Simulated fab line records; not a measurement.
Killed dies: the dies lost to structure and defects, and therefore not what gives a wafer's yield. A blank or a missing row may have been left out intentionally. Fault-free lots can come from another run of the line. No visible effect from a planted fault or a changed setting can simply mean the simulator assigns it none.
One fault seen from 3 desks / flow n5Finfet / numbers are kept per desk, each desk with only its own; the story behind them comes last

== AT THE TOOL OWNER'S DESK: rieDiel-04 ==
The tool's own readings at N5_BEOL_M8_DESCUM_33 (chemistry O2, time 7 s): means of the sampled wafers that have a number, for each lot that ran on this tool. If a lot's mean is further than 4 standard deviations from the usual mean, the lot is out of limits and carries the mark OUT (the distance appears in the brackets).
Columns: A = drypumpMotorCurrentA at N5_BEOL_M8_DESCUM_33, usual 5.9 A; B = oesProductAu at N5_BEOL_M8_DESCUM_33, usual 0.80 a.u.; C = rfVppV at N5_BEOL_M8_DESCUM_33, usual 243.0 V; D = showerheadPlenumPTorr at N5_BEOL_M8_DESCUM_33, usual 2.09 Torr; E = throttleValvePct at N5_BEOL_M8_DESCUM_33, usual 20.41 %
lot=L706; first seen here=day 9 11:27; A=5.9; B=0.69; C=244.4; D=2.15; E=20.82
lot=L719; first seen here=day 12 16:52; A=6.2; B=0.89; C=246.6; D=2.24; E=20.39
This desk's finding: nothing out of limits on any of the 2 lots.

== THE DEFECT DESK ==
Lot by lot, what the route's inspections counted, given as the mean of those sampled wafers with a number. If a lot's mean is further than 4 standard deviations from the usual mean, the lot is out of limits and carries the mark OUT (the distance appears in the brackets).
Columns: A = rawDefectCount at N5_BEOL_M8_INSPECT_30, usual 455
lot=L706; first seen here=day 9 11:02; A=454
lot=L710; first seen here=day 10 09:19; A=472
lot=L719; first seen here=day 12 16:50; A=590
lot=L727; first seen here=day 14 13:28; A=405
lot=L728; first seen here=day 14 14:30; A=380
This desk's finding: nothing out of limits on any of the 5 lots.

== METROLOGY DESK ==
Lot by lot, what the gauges showed, no matter which tool ran the lot: averages of those sampled wafers that carry a number. If a lot's mean is further than 4 standard deviations from the usual mean, the lot is out of limits and carries the mark OUT (the distance appears in the brackets).
Columns: A = cdNm at N5_BEOL_M8_CD_MEAS_28, usual 39.93 nm; B = V7_OVL at N5_BEOL_M8_OVL_MEAS_29, usual 0.3 nm
lot=L706; first seen here=day 9 10:56; A=40.18; B=-0.5
lot=L710; first seen here=day 10 09:13; A=39.73; B=1.0
lot=L719; first seen here=day 12 16:44; A=39.77; B=0.6
lot=L727; first seen here=day 14 13:22; A=39.81; B=0.3
lot=L728; first seen here=day 14 14:25; A=40.07; B=0.2
This desk's finding: nothing out of limits on any of the 5 lots.

== PUT TOGETHER ==
The tool owner's desk saw nothing out of limits.
Nothing the defect desk looked at was out of limits.
Metrology desk: nothing out of limits seen.

== WHAT THE SIMULATOR PUT IN ==
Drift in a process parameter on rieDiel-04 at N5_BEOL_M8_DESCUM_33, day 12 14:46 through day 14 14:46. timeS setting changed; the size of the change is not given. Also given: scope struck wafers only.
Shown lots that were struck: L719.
